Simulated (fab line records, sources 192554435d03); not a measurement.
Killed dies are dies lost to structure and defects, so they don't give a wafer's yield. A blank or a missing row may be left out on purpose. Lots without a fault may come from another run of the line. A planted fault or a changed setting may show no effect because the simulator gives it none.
A struck lot beside a sound one | flow n5_finfet | 38 steps out of a route of 1938
Sound: wafers L250.2, L250.3, L250.6. Struck: wafers L239.5, L239.6. The cause comes at the end.
At each step with rows: each side's tool, then ch and its chambers, then its first start. Under that, the readings that differ: sound wafers | struck wafers | difference of the means | sigmas: that difference in standard deviations of wafers without a fault.
alike: readings whose means differ by less than 2 such deviations, and words and numbers that are the same on both sides. not compared: withheld readings, readings that some wafer has no value for, bounds like >300 that may hide the same value, and numbers for which the record gives no deviation and whose values overlap.
The two part at a step that has a row with sigmas, a row that says differs or no value, or rows on one side only. Numbers that don't overlap but have no deviation are shown without sigmas and don't part them. A reading that every wafer of one side lacks parts them only if that side has two wafers or more.

first, 9 steps without rows for these wafers: N5_BEOL_M4_ANNEAL_95 (time 240 s); N5_BEOL_M4_SPUTTER_96 (material Cu, target thk 4.5 nm, time 8.29 s); N5_BEOL_M4_ECD_50 (material Cu, target thk 300 nm); N5_BEOL_M4_ANNEAL_51 (time 90 s); N5_BEOL_M4_CMP_52 (polishes, stops on SiOC, t overpolish 6.8 s, target thk 40 nm); N5_BEOL_M4_PRE_CLEAN_60 (time 15 s); N5_BEOL_M4_CO_CAP_55 (material Co, precursor CCTBA/H2, target thk 2 nm, time 102.1 s); N5_BEOL_M4_PRE_CLEAN_56 (time 15 s); N5_BEOL_M4_DEP_57 (deposits SiCN from 3MS/NH3, target thk 8 nm, time 14 s).
N5_BEOL_M4_RC_MEAS_101:
  sound on prober-02 ch 0, day 13 19:24; struck on prober-01 ch 0, day 11 11:35
  alike: DIBL_N, DIBL_P, IOFF_N, IOFF_P, ION_N, ION_P, SS_N, SS_P, VT_N, VT_P
then, 24 steps without rows for these wafers: N5_BEOL_M5_ILD_DEP_00 (deposits SiCOH lowk from DEMS/porogen, target thk 140.64 nm, time 25.9 s); N5_BEOL_M5_CURE_79 (cures SiCOH lowk, time 240 s); N5_BEOL_M5_PECVD_70 (deposits SiO2 from TEOS/O2, target thk 16 nm, time 18 s); N5_BEOL_M5_HM_DEP_02 (deposits TiN, target thk 20 nm); N5_BEOL_M5_COAT_59 (time 60 s, resist thk 60 nm); N5_BEOL_M5_COAT_60 (time 60 s, resist thk 12 nm); N5_BEOL_M5_COAT_71 (time 60 s, resist thk 5 nm); N5_BEOL_M5_COAT_05 (resist thk 30 nm); N5_BEOL_M5_EBR_07; N5_BEOL_M5_SOFTBAKE_06 (time 60 s); N5_BEOL_M5_EXPOSE_08 (exposes mask M5, target cd 28 nm); N5_BEOL_M5_PEB_09 (peb time 60 s); N5_BEOL_M5_DEVELOP_10 (develop time 30 s); N5_BEOL_M5_DESCUM_16 (chemistry O2, time 7 s); N5_BEOL_M5_ETCH_72 (etches underlayer in N2/H2, target depth 6.5 nm, time 5.2 s); N5_BEOL_M5_ETCH_61 (etches SiARC in CF4, target depth 15.6 nm, time 26 s); N5_BEOL_M5_ETCH_62 (etches SOC in N2/H2, target depth 75 nm, overetch 15 nm, time 112.5 s); N5_BEOL_M5_STRIP_63 (strips in N2/H2); N5_BEOL_M5_STRIP_73 (strips in N2/H2); N5_BEOL_M5_STRIP_64 (strips in CF4); N5_BEOL_M5_HM_OPEN_17 (chemistry Cl2/BCl3, target TiN, target depth 20 nm, overetch 6 nm); N5_BEOL_M5_STRIP_19 (strips in O2); N5_BEOL_M5_COAT_65 (time 60 s, resist thk 60 nm); N5_BEOL_M5_COAT_66 (time 60 s, resist thk 12 nm).
-- the record jumps here: 4 days lie between the struck wafers' starts before and after (it left off in module BEOL_M5 and takes up again in module PASSIVATION, whose first step shown is number 1910 of the route) --
N5_PASSIVATION_AL_DEP_21: deposits Al, target thk 2800 nm, time 170 s.
  sound on pvd_sputter-02, day 18 01:01; struck on pvd_sputter-03, day 15 15:00
  reading                                       | sound          | struck    | difference | sigmas
  model.Al_of_PASSIVATION_AL_DEP_21.thk_nm (nm) | 2795 2806 2803 | 4186 4236 | +1410      |
  alike: cathode_dc_power_W, throttle_valve_pct
N5_PASSIVATION_ETCH_59: etches TaN in Cl2/BCl3, target depth 65 nm, time 34.9 s.
  sound on rie_metal-01 ch 0, day 18 02:05; struck on rie_metal-03 ch 0,1, day 15 16:09
  reading                | sound             | struck      | difference | sigmas
  oes_product_au (a.u.)  | 0.81 0.80 0.82    | 0.18 0.20   | -0.62      | -7
  throttle_valve_pct (%) | 20.66 20.67 20.68 | 22.24 22.43 | +1.66      | +8
  alike: bias_w, chamber_pressure_mTorr, drypump_motor_current_A
  not compared: rf_hours_counter_h
N5_PASSIVATION_STRIP_52: strips in post etch residue remover, time 1200 s.
  sound on wet_bench-05 ch 4,5,6, day 18 03:59; struck on wet_bench-05 ch 2,3, day 15 17:58
  reading                                       | sound          | struck    | difference | sigmas
  model.Al_of_PASSIVATION_AL_DEP_21.thk_nm (nm) | 2780 2791 2787 | 4171 4221 | +1410      |
  alike: bath_guard_temp_C, bath_heat_duty_pct
N5_PASSIVATION_PROBE_49:
  the record has rows for the struck wafers here (prober-01, day 15 20:35) and none for the sound ones

WHERE THEY PART
First at N5_PASSIVATION_ETCH_59; last, within this record, at N5_PASSIVATION_PROBE_49.

WHY: what the simulator had put in
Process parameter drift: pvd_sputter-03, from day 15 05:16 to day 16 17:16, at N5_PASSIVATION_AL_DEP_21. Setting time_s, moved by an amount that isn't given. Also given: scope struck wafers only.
